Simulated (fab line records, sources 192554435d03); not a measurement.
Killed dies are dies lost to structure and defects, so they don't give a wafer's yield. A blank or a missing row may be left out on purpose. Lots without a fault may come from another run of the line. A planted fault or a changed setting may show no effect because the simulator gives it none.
Problem report in the 8D (eight disciplines) form, filled by code | flow n5_finfet | the parts of the form that need people (team, actions taken, sign-off) are left out

1. THE PROBLEM
run_length_s at N5_BEOL_M0_SAQP_PECVD_03 reads a mean of 57.8 s on 2 wafers of 2 lots; wafers without a fault read 51.2 s with a standard deviation of 0.58. That is +11 standard deviations from the usual mean.
The step: deposits SiCN from 3MS/NH3, target thk 12 nm, time 21.1 s.
First seen on wafer L767.6, day 7 15:35, on pecvd-04. The record holds 29 wafers of 10 lots with a number at this step. Rule for "out", or "out of limits": more than 4 standard deviations from the usual mean. The other wafers with a number count as sound.

2. WHAT IT IS AND WHAT IT IS NOT
question                    | is               | is not
which readings at this step | run_length_s     | chamber_pressure_Torr, showerhead_plenum_p_Torr, showerhead_vpp_V, throttle_valve_pct
which lots                  | L767, L768       | L759, L760, L761, L765, L777, L780, L781, L782
which wafers of those lots  | L767.6, L768.2   | L767.3, L767.5, L768.5
read on which tools         | pecvd-04         | pecvd-02, pecvd-03
when                        | from day 7 15:35 | up to then (14 sound wafers); but 13 sound wafers of L768, L777, L780, L781, L782 came after

3. SUSPECTS, AND WHAT RULES EACH OUT
Counting: a tool at a process step up to the reading stays a suspect if it ran every lot that is out. Sound lots after the first of them don't rule it out here, since some wafers of a struck lot are sound.
- pecvd-04 at N5_BEOL_M0_SAQP_PECVD_03 (deposits SiCN from 3MS/NH3, target thk 12 nm, time 21.1 s): kept. It ran every lot that is out, first L767 (day 7 15:35); its last sound lot up to then is L765 (day 7 10:26). Its own readings are out on those wafers: run_length_s.
Left after counting: pecvd-04 at N5_BEOL_M0_SAQP_PECVD_03.

4. THE CAUSE (what the simulator had put in)
Process parameter drift: pecvd-04, from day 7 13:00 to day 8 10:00, at N5_BEOL_M0_SAQP_PECVD_03. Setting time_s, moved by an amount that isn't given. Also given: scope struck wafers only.
Counting left only this tool.

5. THE CHAIN OF EFFECTS, in route order
Each row: a reading whose mean over the struck wafers that have a number lies more than 3 standard deviations from the usual. Only readings for which the record gives a usual standard deviation are gone through. hours: the time from each lot's start at the first step in this table that gives one to its start at this step, as a median over the lots. sigmas: the change in usual standard deviations.
hours | step                     | reading      | usual  | on struck wafers | change | sigmas
0     | N5_BEOL_M0_SAQP_PECVD_03 | run_length_s | 51.2 s | 57.8             | +6.6   | +11
The process steps in it:
- N5_BEOL_M0_SAQP_PECVD_03: deposits SiCN from 3MS/NH3, target thk 12 nm, time 21.1 s.
Later measuring or inspecting steps at which every struck wafer that the step has a row for has a number for every such reading, and none has moved that far: N5_BEOL_M4_RC_MEAS_101.

6. WHAT WOULD HAVE CAUGHT IT SOONER
In this record the first reading out of limits was taken at day 7 15:35, 3 hours after the fault began at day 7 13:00.
